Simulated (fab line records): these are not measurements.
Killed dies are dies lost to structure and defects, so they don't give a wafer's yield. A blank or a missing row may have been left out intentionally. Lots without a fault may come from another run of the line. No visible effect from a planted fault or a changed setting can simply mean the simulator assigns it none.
fab line records -- flow nandHarc
[record] lots = 6, wafers = 18, lastDay = 24
route steps=1159 shown THIN_TSV@1119 END@1158
lots with no fault: from the same line, run without faults
startH: hours from the record's opening day to when the first of the lot's shown wafers began -- waitH: how many hours have passed since the lot's step before this one -- " as in the row above -- L1.1+2: one row covering several wafers at once -- - no value present, or no start provided -- * or withheld: withheld -- < > ~ a bound
route shown NAME@n: names a module that has steps shown in the file, with the first one's number in the route -- usual: the fault-free wafers' mean and standard deviation -- same: alike in all rows -- chamber/n: place in a boat -- sites: per-site readings -- _std_site: standard deviation across them -- _edge_site: the outer-site mean with the inner-site mean subtracted -- radiusMm: for every site, how far away it sits from the centre of the wafer -- mask NAME#n: copy n -- behind: the last tool/chamber to shape the wafer -- hold: the reason the lot was held/the length of the hold in hours/how it ended -- device: the transistor (n, p or np) that didn't switch -- end of line: tests of these same wafers at the route's end -- for a step that has no rows: nothing shown but its recipe -- killed: count of dies lost to structure and defects at first sort (not the wafer's yield) -- map: dies across one wafer; x = killed, . = not, _ = none there
set.NAME: setting as actually run; set.NAME@STEP: the setting as run at that earlier step -- model.NAME: the simulator's own value behind a step, which no gauge read
a table for each step, a row for each wafer; lots at some steps of the route
services: from which hour (startH, from the record's first day; less than 0 if before it) a tool's chamber was out of use, for how many hours, and why
[[steps]]
[step NHARC_THIN_TSV_ETCH_44]
[recipe] targetDepthA = 15942, timeS = 797.1, cf4FlowSccm = 150, o2FlowSccm = 10, arFlowSccm = 0, rfW = 300, biasW = 800, chemistry = CF4/O2
[step NHARC_THIN_TSV_ETCH_15]
[recipe] targetDepthA = 30000, boschTargetOveretchCycles = 2, boschEtchStepS = 2.8, boschDepStepS = 1.2, boschCycles = 14
[usual] drypumpMotorCurrentA = 5.7/0.41
lot.wafer,tool,chamber,startH,waitH,drypumpMotorCurrentA,rfHoursCounterH
L706.3,rieSi-05,2,440.74,-,5.7,0.2
L706.4,rieSi-05,3,440.74,-,5.4,0.2
L706.1,rieSi-05,1,440.74,-,5.8,0.2
L704.4,rieSi-05,0,448.69,-,5.9,0.2
L704.1,rieSi-05,2,448.69,-,5.7,0.2
L704.6,rieSi-05,1,448.69,-,5.8,-
L710.2,rieSi-01,0,501.04,-,5.4,0.1
L710.1,rieSi-01,1,501.04,-,6.6,0.1
L710.6,rieSi-01,0,501.04,-,5.4,-
L714.3,rieSi-06,0,502.15,-,6.3,1.3
L714.4,rieSi-06,1,502.15,-,4.7,0.8
L714.1,rieSi-06,2,502.15,-,5.5,1.3
L712.2,rieSi-06,0,513.90,-,6.4,1.3
L712.5,rieSi-06,0,513.90,-,6.3,-
L712.6,rieSi-06,1,513.90,-,4.7,-
L721.3,rieSi-06,1,546.71,-,4.7,0.0
L721.6,rieSi-06,2,546.71,-,5.5,-
L721.5,rieSi-06,3,546.71,-,5.6,-
[step NHARC_THIN_TSV_CD_MEAS_16]
[usual] cdNm = 1000.2/1.7
lot.wafer,tool,chamber,startH,waitH,cdNm
L706.1,cdSem-03,-,440.89,0.1,998.9
L706.3,cdSem-03,-,440.89,0.1,1003.1
L706.4,cdSem-03,-,440.89,0.1,999.2
L704.1,cdSem-02,-,448.83,0.1,1000.5
L704.4,cdSem-02,-,448.83,0.1,1001.7
L704.6,cdSem-02,-,448.83,0.1,1002.3
L710.1,cdSem-01,-,501.18,0.1,998.3
L710.2,cdSem-01,-,501.18,0.1,999.0
L710.6,cdSem-01,-,501.18,0.1,998.6
L714.1,cdSem-02,-,502.29,0.1,999.2
L714.3,cdSem-02,-,502.29,0.1,1003.2
L714.4,cdSem-02,-,502.29,0.1,1002.0
L712.2,cdSem-01,-,514.04,0.1,998.1
L712.5,cdSem-01,-,514.04,0.1,1002.4
L712.6,cdSem-01,-,514.04,0.1,999.9
L721.3,cdSem-02,-,546.83,0.1,997.6
L721.5,cdSem-02,-,546.83,0.1,1000.0
L721.6,cdSem-02,-,546.83,0.1,999.1
[step NHARC_THIN_TSV_STRIP_45]
[recipe] powerW = 1500, tempC = 250, chemistry = O2
[usual] drypumpMotorCurrentA = 5.7/0.33, heaterPowerW = 358/40
lot.wafer,tool,chamber,startH,waitH,drypumpMotorCurrentA,heaterPowerW,rfHoursCounterH
L706.1,plasmaAsher-02,0,441.01,0.1,6.0,419,18
L706.3,plasmaAsher-02,1,441.01,0.1,5.3,343,-
L706.4,plasmaAsher-02,0,441.01,0.1,6.0,417,-
L704.1,plasmaAsher-02,1,448.91,0.1,5.3,332,22
L704.4,plasmaAsher-02,0,448.91,0.1,6.0,425,-
L704.6,plasmaAsher-02,1,448.91,0.1,5.3,328,-
L710.2,plasmaAsher-02,1,501.48,0.3,5.3,335,41
L710.1,plasmaAsher-02,0,501.48,0.3,6.0,418,41
L710.6,plasmaAsher-02,0,501.48,0.3,6.0,414,-
L714.1,plasmaAsher-01,0,502.37,0.1,6.0,330,12
L714.3,plasmaAsher-01,0,502.37,0.1,6.0,317,-
L714.4,plasmaAsher-01,1,502.37,0.1,5.4,320,-
L712.2,plasmaAsher-02,1,514.77,0.7,5.3,339,46
L712.6,plasmaAsher-02,1,514.77,0.7,5.3,340,-
L712.5,plasmaAsher-02,0,514.77,0.7,6.0,409,-
L721.3,plasmaAsher-01,0,547.04,0.2,6.1,333,-
L721.6,plasmaAsher-01,1,547.04,0.2,5.4,333,-
L721.5,plasmaAsher-01,0,547.04,0.2,6.1,321,-
[step NHARC_THIN_TSV_STRIP_46]
[recipe] timeS = 1200, tempC = 72.5, chemistry = postEtchResidueRemover
[step NHARC_THIN_TSV_DEP_47]
[recipe] targetThkA = 2000, tempC = withheld, pressureTorr = 6.5, rfW = 900, teosFlowSccm = 161.4, flowSccm = 2650, targetThkNm = 200, gas = O2, material = SiO2
[usual] chamberPressureTorr = 6.500/0.014, throttleValvePct = 15.8/0.53
lot.wafer,tool,chamber,startH,waitH,chamberPressureTorr,throttleValvePct
L706.3,pecvd-03,2,441.76,-,6.494,15.9
L706.1,pecvd-03,0,441.76,-,6.507,15.5
L706.4,pecvd-03,1,441.76,-,6.490,15.7
L704.1,pecvd-01,2,449.72,-,6.489,15.3
L704.6,pecvd-01,2,449.72,-,6.498,15.5
L704.4,pecvd-01,0,449.72,-,6.489,16.5
L710.1,pecvd-03,1,502.34,-,6.499,15.5
L710.2,pecvd-03,2,502.34,-,6.500,15.9
L710.6,pecvd-03,1,502.34,-,6.510,15.4
L714.1,pecvd-01,0,503.35,-,6.519,16.4
L714.3,pecvd-01,1,503.35,-,6.502,15.7
L714.4,pecvd-01,1,503.35,-,6.499,15.4
L712.2,pecvd-01,0,515.61,-,6.541,16.6
L712.6,pecvd-01,2,515.61,-,6.483,15.5
L712.5,pecvd-01,1,515.61,-,6.504,15.8
L721.3,pecvd-01,2,547.83,-,6.506,15.3
L721.5,pecvd-01,2,547.83,-,6.488,15.6
L721.6,pecvd-01,0,547.83,-,6.505,16.6
[step NHARC_THIN_TSV_ETCHBACK_48]
[recipe] targetDepthA = 10285, overEtchFrac = 0.3, timeS = 405.17, ionEnergyEv = 250, c4f8FlowSccm = withheld, arFlowSccm = withheld, rfW = 600, biasW = 300, chemistry = C4F8/Ar
[step NHARC_THIN_TSV_STRIP_62]
[recipe] powerW = 1500, tempC = 250, timeS = 20, chemistry = N2/H2
[step NHARC_THIN_TSV_DEGAS_49]
[recipe] tempC = 300, timeS = 120
[step NHARC_THIN_TSV_PRE_CLEAN_50]
[recipe] timeS = 30, tempC = 280, gas = H2/He
[step NHARC_THIN_TSV_PVD_19]
[recipe] targetThkA = 200, chamberPressurePa = 5, material = TaN
[step NHARC_THIN_TSV_PVD_51]
[recipe] targetThkA = 1000, chamberPressurePa = 5, material = Cu
[step NHARC_THIN_TSV_ECD_20]
[recipe] targetThkA = 20000, material = Cu
lot.wafer,tool,chamber,startH,waitH
L706.1+4+3,ecdCu-01,"0,0,1",443.22,-
L704.1+4+6,ecdCu-02,1,451.13,-
L710.1+2+6,ecdCu-02,"0,1,0",503.74,-
L714.1+3+4,ecdCu-01,"1,1,0",504.70,-
L712.2+5+6,ecdCu-02,"1,0,1",517.05,-
L721.3+6+5,ecdCu-01,"1,1,0",549.41,-
[step NHARC_THIN_TSV_ANNEAL_52]
[recipe] tempC = 225, timeS = 90
[usual] wafer_temp_C_max = 225.98/0.28
[same] timeS = 90
lot.wafer,tool,chamber,startH,waitH,wafer_temp_C_max
L706.1,rtpAnneal-01,0,443.93,0.6,226.29
L706.3,rtpAnneal-01,0,443.93,0.6,226.73
L706.4,rtpAnneal-01,0,443.93,0.6,225.99
L704.1,rtpAnneal-02,0,451.85,0.6,226.05
L704.4,rtpAnneal-02,0,451.85,0.6,225.70
L704.6,rtpAnneal-02,0,451.85,0.6,225.67
L710.1,rtpAnneal-01,0,504.47,0.6,226.48
L710.2,rtpAnneal-01,0,504.47,0.6,226.01
L710.6,rtpAnneal-01,0,504.47,0.6,226.23
L714.1,rtpAnneal-01,0,505.51,0.7,225.97
L714.3,rtpAnneal-01,0,505.51,0.7,226.01
L714.4,rtpAnneal-01,0,505.51,0.7,225.98
L712.2,rtpAnneal-01,0,517.72,0.6,225.92
L712.5,rtpAnneal-01,0,517.72,0.6,225.81
L712.6,rtpAnneal-01,0,517.72,0.6,225.67
L721.3,rtpAnneal-02,0,550.07,0.6,225.80
L721.5,rtpAnneal-02,0,550.07,0.6,225.88
L721.6,rtpAnneal-02,0,550.07,0.6,225.85
[step NHARC_THIN_TSV_CMP_21]
[recipe] tOverpolishS = 30, targetThkNm = 2000
[step NHARC_THIN_TSV_SRD_23]
[step NHARC_THIN_TSV_DEGAS_53]
[recipe] tempC = 300, timeS = 60
[step NHARC_THIN_TSV_PRE_CLEAN_54]
[recipe] timeS = 30, tempC = 280, gas = H2/He
[step NHARC_THIN_TSV_PVD_55]
[recipe] targetThkA = 500, material = TiN
[step NHARC_THIN_TSV_PVD_24]
[recipe] targetThkA = 8000, powerW = withheld, chamberPressurePa = withheld, substrateTempC = withheld, timeS = withheld, gas = Ar, material = Al
[step NHARC_THIN_TSV_DEHYDRATE_25]
[recipe] tempC = 150, timeS = 120
[step NHARC_THIN_TSV_HMDS_26]
[recipe] timeS = 30
[step NHARC_THIN_TSV_COAT_27]
[recipe] spinRpm = *
[step NHARC_THIN_TSV_SOFTBAKE_28]
[recipe] tempC = 122, timeS = 95
[step NHARC_THIN_TSV_EBR_29]
[step NHARC_THIN_TSV_EXPOSE_30]
[recipe] na = 0.55, doseMj = 11.47, maskId = PAD
[step NHARC_THIN_TSV_PEB_31]
[recipe] pebTempC = 118, pebTimeS = 85
[step NHARC_THIN_TSV_DEVELOP_32]
[recipe] timeS = 70
[step NHARC_THIN_TSV_CD_MEAS_33]
[recipe] targetCdNm = 5000, landingEnergyEv = 500
[usual] cdNm = 4999.4/1.9
lot.wafer,tool,chamber,startH,waitH,cdNm
L706.1,cdSem-01,0,445.90,-,4997.0
L706.3,cdSem-01,0,445.90,-,4998.0
L706.4,cdSem-01,0,445.90,-,4998.2
L704.1,cdSem-03,0,453.80,-,5000.3
L704.4,cdSem-03,0,453.80,-,4999.0
L704.6,cdSem-03,0,453.80,-,4998.8
L710.1,cdSem-02,0,506.43,-,4999.8
L710.2,cdSem-02,0,506.43,-,4998.7
L710.6,cdSem-02,0,506.43,-,5003.2
L714.1,cdSem-03,0,507.45,-,5000.8
L714.3,cdSem-03,0,507.45,-,5001.5
L714.4,cdSem-03,0,507.45,-,4998.9
L712.2,cdSem-02,0,519.61,-,4996.8
L712.5,cdSem-02,0,519.61,-,5000.2
L712.6,cdSem-02,0,519.61,-,4996.6
L721.3,cdSem-02,0,551.78,-,4997.2
L721.5,cdSem-02,0,551.78,-,4995.8
L721.6,cdSem-02,0,551.78,-,5000.0
[step NHARC_THIN_TSV_HARDBAKE_34]
[recipe] tempC = 125, timeS = 80
[step NHARC_THIN_TSV_DESCUM_35]
[recipe] timeS = 3, o2FlowSccm = 200, arFlowSccm = 0, biasPowerW = 0, chemistry = O2
[step NHARC_THIN_TSV_ETCH_59]
[recipe] targetDepthA = 8800, icpW = 900, biasW = 100, Cl2_flow_sccm = 60, bcl3FlowSccm = 30, timeS = 138.1, chemistry = Cl2/BCl3
[step NHARC_THIN_TSV_ETCH_36]
[recipe] targetDepthA = 650, overEtchFrac = 0.3, timeS = 18.571, ionEnergyEv = 150, chemistry = Cl2/BCl3
[usual] drypumpMotorCurrentA = 5.95/0.23, oesProductAu = 1.002/0.0095
[same] timeS = 18.571
lot.wafer,tool,chamber,startH,waitH,drypumpMotorCurrentA,oesProductAu,rfHoursCounterH
L706.1,rieMetal-03,1,446.45,0.2,5.72,0.991,5.1
L706.4,rieMetal-03,0,446.45,0.2,6.13,1.010,-
L706.3,rieMetal-03,1,446.45,0.2,5.75,0.982,-
L704.1,rieMetal-02,1,454.35,0.2,6.28,1.013,1.8
L704.4,rieMetal-02,0,454.35,0.2,5.87,0.999,-
L704.6,rieMetal-02,0,454.35,0.2,5.87,1.004,-
L710.1,rieMetal-03,0,507.20,0.4,6.15,1.020,1.1
L710.2,rieMetal-03,0,507.20,0.4,6.16,1.002,-
L710.6,rieMetal-03,0,507.20,0.4,6.19,1.011,-
L714.1,rieMetal-02,0,508.00,0.2,5.86,1.005,3.2
L714.3,rieMetal-02,0,508.00,0.2,5.86,1.004,-
L714.4,rieMetal-02,1,508.00,0.2,6.29,1.001,-
L712.2,rieMetal-01,1,520.38,0.3,5.71,0.993,-
L712.5,rieMetal-01,1,520.38,0.3,5.71,0.978,-
L712.6,rieMetal-01,1,520.38,0.3,5.71,0.979,-
L721.3,rieMetal-01,1,552.34,0.1,5.74,0.987,-
L721.6,rieMetal-01,0,552.34,0.1,5.54,1.005,-
L721.5,rieMetal-01,1,552.34,0.1,5.70,0.992,-
[step NHARC_THIN_TSV_STRIP_56]
[recipe] powerW = 1500, tempC = 250, chemistry = O2
[step NHARC_THIN_TSV_STRIP_57]
[recipe] timeS = 1200, tempC = 72.5, chemistry = postEtchResidueRemover
[step NHARC_THIN_TSV_CD_MEAS_37]
[usual] cdNm = 4999.5/2.5
lot.wafer,tool,chamber,startH,waitH,cdNm
L706.1,cdSem-03,-,447.48,-,4997.1
L706.3,cdSem-03,-,447.48,-,5001.7
L706.4,cdSem-03,-,447.48,-,4997.7
L704.1,cdSem-01,-,456.31,-,5000.7
L704.4,cdSem-01,-,456.31,-,4999.1
L704.6,cdSem-01,-,456.31,-,5002.3
L710.1,cdSem-02,-,508.19,-,4999.0
L710.2,cdSem-02,-,508.19,-,4998.1
L710.6,cdSem-02,-,508.19,-,5002.3
L714.1,cdSem-03,-,508.97,-,4998.3
L714.3,cdSem-03,-,508.97,-,5003.4
L714.4,cdSem-03,-,508.97,-,5000.4
L712.2,cdSem-02,-,521.30,-,4993.6
L712.5,cdSem-02,-,521.30,-,5002.6
L712.6,cdSem-02,-,521.30,-,4996.5
L721.3,cdSem-02,-,553.23,-,4995.5
L721.5,cdSem-02,-,553.23,-,4995.0
L721.6,cdSem-02,-,553.23,-,4999.0
[step NHARC_THIN_TSV_ANNEAL_58]
[recipe] tempC = 400, timeS = 1800
[step NHARC_THIN_TSV_INSPECT_40]
[usual] rawDefectCount = 462/69
lot.wafer,tool,chamber,startH,waitH,rawDefectCount
L706.1,defectInspect-01,-,450.36,0.4,382
L706.3,defectInspect-01,-,450.36,0.4,402
L706.4,defectInspect-01,-,450.36,0.4,314
L704.1,defectInspect-01,-,460.51,0.4,451
L704.4,defectInspect-01,-,460.51,0.4,425
L704.6,defectInspect-01,-,460.51,0.4,453
L710.1,defectInspect-01,-,512.65,0.4,414
L710.2,defectInspect-01,-,512.65,0.4,429
L710.6,defectInspect-01,-,512.65,0.4,395
L714.1,defectInspect-02,-,512.65,0.4,480
L714.3,defectInspect-02,-,512.65,0.4,457
L714.4,defectInspect-02,-,512.65,0.4,421
L712.2,defectInspect-01,-,525.50,0.4,584
L712.5,defectInspect-01,-,525.50,0.4,494
L712.6,defectInspect-01,-,525.50,0.4,506
L721.3,defectInspect-02,-,557.44,0.4,420
L721.5,defectInspect-02,-,557.44,0.4,426
L721.6,defectInspect-02,-,557.44,0.4,459
[step NHARC_END_WLT_00]
[usual] VT_DECK1_BOTTOM = 0.874/0.008, VT_DECK1_BOTTOM_INNER = 0.873/0.0077, VT_DECK1_MEDIAN_NEAR_BOTTOM = 0.874/0.0081, VT_DECK1_MEDIAN_NEAR_BOTTOM_INNER = 0.874/0.008, VT_DECK1_MIDDLE = 0.887/0.007, VT_DECK1_MIDDLE_INNER = 0.886/0.0065, VT_DECK1_TOP = 0.899/0.0067, VT_DECK1_TOP_INNER = 0.898/0.0066
lot.wafer,tool,chamber,startH,waitH,VT_DECK1_BOTTOM,VT_DECK1_BOTTOM_INNER,VT_DECK1_MEDIAN_NEAR_BOTTOM,VT_DECK1_MEDIAN_NEAR_BOTTOM_INNER,VT_DECK1_MIDDLE,VT_DECK1_MIDDLE_INNER,VT_DECK1_TOP,VT_DECK1_TOP_INNER
L706.1,prober-01,-,451.02,0.7,0.872,0.870,0.873,0.871,0.890,0.892,0.907,0.905
L706.3,prober-01,-,452.03,1.7,0.870,0.880,0.877,0.887,0.895,0.888,0.909,0.905
L706.4,prober-01,-,452.03,1.7,0.884,0.870,0.881,0.880,0.888,0.885,0.904,0.908
L704.1,prober-01,-,460.55,0.0,0.857,0.855,0.866,0.871,0.872,0.880,0.888,0.888
L704.4,prober-01,-,462.07,1.6,0.861,0.865,0.863,0.868,0.881,0.876,0.883,0.884
L704.6,prober-01,-,463.08,2.6,0.866,0.867,0.869,0.866,0.883,0.877,0.888,0.893
L714.1,prober-01,-,512.70,0.0,0.869,0.867,0.875,0.874,0.882,0.878,0.884,0.895
L714.3,prober-01,-,513.70,1.0,0.870,0.866,0.861,0.864,0.885,0.875,0.894,0.906
L714.4,prober-01,-,513.70,1.0,0.864,0.864,0.869,0.870,0.884,0.876,0.892,0.897
L710.1,prober-02,-,512.71,0.1,0.882,0.873,0.877,0.875,0.886,0.891,0.899,0.893
L710.6,prober-02,-,515.24,2.6,0.883,0.878,0.879,0.876,0.889,0.894,0.897,0.898
L712.5,prober-02,-,527.56,2.1,0.883,0.885,0.882,0.889,0.891,0.898,0.909,0.915
L721.3,prober-01,-,558.48,1.0,0.870,0.865,0.871,0.872,0.887,0.882,0.909,0.904
L721.5,prober-01,-,558.48,1.0,0.880,0.884,0.884,0.884,0.891,0.890,0.905,0.902
L721.6,prober-01,-,558.48,1.0,0.885,0.878,0.876,0.878,0.890,0.899,0.900,0.892
[step NHARC_END_SORT_01]
[recipe] tempC = 25
[usual] defectLimitedYield = 96.2/1.3, killedAtArray = 21/8.9, killedAtOther = 0.8/1.3, killedAtPeriphery = 3.6/2.4, killedDies = 26/8.9, killedOpen = 3.1/1.8, killedShort = 1.9/1.3, sort_bin_2_pct = 1.2/0.54, sort_bin_3_pct = 0.21/0.17, sort_bin_4_pct = 2.4/0.91, sortNPass = 651/8.9, sortRimYieldPct = 95.0/2.8, sortYieldPct = 96.2/1.3
[same] grossDies = 677, sort_bin_5_pct[%] = 0, sort_bin_6_pct[%] = 0, sort_bin_7_pct[%] = 0, sort_bin_8_pct[%] = 0, sortRimNGross = 106.00
lot.wafer,tool,chamber,startH,waitH,defectLimitedYield[%],killedAtArray,killedAtOther,killedAtPeriphery,killedDies,killedOpen,killedShort,sort_bin_2_pct[%],sort_bin_3_pct[%],sort_bin_4_pct[%],sortNPass,sortRimYieldPct[%],sortYieldPct[%]
L710.2,prober-02,0,516.55,2.8,0,30,640,7,677,4,2,95.9,0.15,4.0,0,0,0
L712.2,prober-02,0,529.36,2.8,0,15,658,4,677,2,2,98.1,0.15,1.8,0,0,0
L712.6,prober-02,0,532.58,4.0,0,20,652,5,677,7,5,96.9,0.15,3.0,0,0,0
// killed by level:class
L710.2 THIN_TSV:areaEcd=638 A_CHANNEL_HOLE_D1:chamberFilmFlake=17 A_SLIT:chamberFilmFlake=8 P_ZERO_WELL:chamberFilmFlake=3 THIN_TSV:chamberFilmFlake=2 P_CONTACT:geometricParticle:open=1 P_M0:geometricParticle:open=1 A_WL_FILL:geometricParticle:short=1
L712.2 THIN_TSV:areaEcd=657 A_SLIT:chamberFilmFlake=5 A_CONTACT:chamberFilmFlake=4 A_CHANNEL_HOLE_D1:chamberFilmFlake=3 P_ZERO_WELL:chamberFilmFlake=2 P_STI:geometricParticle:short=1 A_CONTACT:geometricParticle:open=1 A_BLC:geometricParticle:open=1
L712.6 THIN_TSV:areaEcd=651 A_SLIT:chamberFilmFlake=8 A_CONTACT:geometricParticle:open=4 A_BLC:geometricParticle:short=2 P_GATE:chamberFilmFlake=2 A_CONTACT:chamberFilmFlake=2 P_M0:geometricParticle:open=1 P_M1:geometricParticle:short=1
// map L710.2 (x killed, . not)
____________x____________
_________xxxxxxx_________
_______xxxxxxxxxxx_______
______xxxxxxxxxxxxx______
_____xxxxxxxxxxxxxxx_____
____xxxxxxxxxxxxxxxxx____
____xxxxxxxxxxxxxxxxx____
___xxxxxxxxxxxxxxxxxxx___
___xxxxxxxxxxxxxxxxxxx___
__xxxxxxxxxxxxxxxxxxxxx__
__xxxxxxxxxxxxxxxxxxxxx__
_xxxxxxxxxxxxxxxxxxxxxxx_
_xxxxxxxxxxxxxxxxxxxxxxx_
_xxxxxxxxxxxxxxxxxxxxxxx_
_xxxxxxxxxxxxxxxxxxxxxxx_
_xxxxxxxxxxxxxxxxxxxxxxx_
xxxxxxxxxxxxxxxxxxxxxxxxx
xxxxxxxxxxxxxxxxxxxxxxxxx
xxxxxxxxxxxxxxxxxxxxxxxxx
xxxxxxxxxxxxxxxxxxxxxxxxx
xxxxxxxxxxxxxxxxxxxxxxxxx
_xxxxxxxxxxxxxxxxxxxxxxx_
_xxxxxxxxxxxxxxxxxxxxxxx_
_xxxxxxxxxxxxxxxxxxxxxxx_
_xxxxxxxxxxxxxxxxxxxxxxx_
_xxxxxxxxxxxxxxxxxxxxxxx_
__xxxxxxxxxxxxxxxxxxxxx__
__xxxxxxxxxxxxxxxxxxxxx__
___xxxxxxxxxxxxxxxxxxx___
___xxxxxxxxxxxxxxxxxxx___
____xxxxxxxxxxxxxxxxx____
____xxxxxxxxxxxxxxxxx____
_____xxxxxxxxxxxxxxx_____
______xxxxxxxxxxxxx______
_______xxxxxxxxxxx_______
_________xxxxxxx_________
____________x____________
// map L712.2 (x killed, . not)
____________x____________
_________xxxxxxx_________
_______xxxxxxxxxxx_______
______xxxxxxxxxxxxx______
_____xxxxxxxxxxxxxxx_____
____xxxxxxxxxxxxxxxxx____
____xxxxxxxxxxxxxxxxx____
___xxxxxxxxxxxxxxxxxxx___
___xxxxxxxxxxxxxxxxxxx___
__xxxxxxxxxxxxxxxxxxxxx__
__xxxxxxxxxxxxxxxxxxxxx__
_xxxxxxxxxxxxxxxxxxxxxxx_
_xxxxxxxxxxxxxxxxxxxxxxx_
_xxxxxxxxxxxxxxxxxxxxxxx_
_xxxxxxxxxxxxxxxxxxxxxxx_
_xxxxxxxxxxxxxxxxxxxxxxx_
xxxxxxxxxxxxxxxxxxxxxxxxx
xxxxxxxxxxxxxxxxxxxxxxxxx
xxxxxxxxxxxxxxxxxxxxxxxxx
xxxxxxxxxxxxxxxxxxxxxxxxx
xxxxxxxxxxxxxxxxxxxxxxxxx
_xxxxxxxxxxxxxxxxxxxxxxx_
_xxxxxxxxxxxxxxxxxxxxxxx_
_xxxxxxxxxxxxxxxxxxxxxxx_
_xxxxxxxxxxxxxxxxxxxxxxx_
_xxxxxxxxxxxxxxxxxxxxxxx_
__xxxxxxxxxxxxxxxxxxxxx__
__xxxxxxxxxxxxxxxxxxxxx__
___xxxxxxxxxxxxxxxxxxx___
___xxxxxxxxxxxxxxxxxxx___
____xxxxxxxxxxxxxxxxx____
____xxxxxxxxxxxxxxxxx____
_____xxxxxxxxxxxxxxx_____
______xxxxxxxxxxxxx______
_______xxxxxxxxxxx_______
_________xxxxxxx_________
____________x____________
[[services]]
tool,chamber,startH,hours,kind
pecvd-01,-,418.13,13.0,pm
pecvd-01,0,418.13,13.0,ventCycle
pecvd-01,1,418.13,13.0,ventCycle
pecvd-01,2,418.13,13.0,ventCycle
pecvd-01,0,431.13,-,clean
pecvd-01,1,431.13,-,clean
pecvd-01,2,431.13,-,clean
ecdCu-01,-,448.00,8.0,pm
rieMetal-03,-,453.00,9.0,pm
plasmaAsher-01,-,453.23,9.0,pm
ecdCu-01,-,463.74,0.8,repair
rieSi-06,1,465.68,17.6,repair
pecvd-03,-,473.19,13.0,pm
pecvd-01,1,473.60,7.0,repair
rieSi-01,-,481.00,9.0,pm
rieMetal-01,0,499.63,22.7,repair
rieMetal-03,1,502.85,5.5,repair
rieMetal-01,-,509.00,9.0,pm
ecdCu-02,-,532.04,8.0,pm
rieSi-06,-,537.00,9.0,pm
plasmaAsher-02,-,537.76,9.0,pm
plasmaAsher-02,0,537.76,9.0,ventCycle
plasmaAsher-02,1,537.76,9.0,ventCycle
pecvd-01,1,546.35,5.2,repair
[[key]]
[firstSign] step = NHARC_END_SORT_01, reading = killedAtOther, direction = up, sigmas = 99+, usual = 0.8, struck = 650
[effect] step = NHARC_END_SORT_01, reading = sort_bin_2_pct, direction = up, sigmas = 99+, usual = 1.2, struck = 96.9
[moreKillsBornAt] NHARC_THIN_TSV_ECD_20@ecdCu-02 = 1946
metAt NHARC_THIN_TSV_ECD_20
struckWafers L710.2,L712.2,L712.6
laterRowsLeftOut L710.2,L712.2,L712.6
onsetBetween 451.13 503.74
[fault] kind = processParameterDrift, tool = ecdCu-02, chamber = 1, onsetH = 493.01, steps = NHARC_THIN_TSV_ECD_20, channel = targetThkA, offset = *, shape = step, endH = 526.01, actsIn = *, stated = *
// laterRowsLeftOut: the simulator's readings of these wafers behind a module that went badly wrong aren't trusted and aren't shown, but for the sort
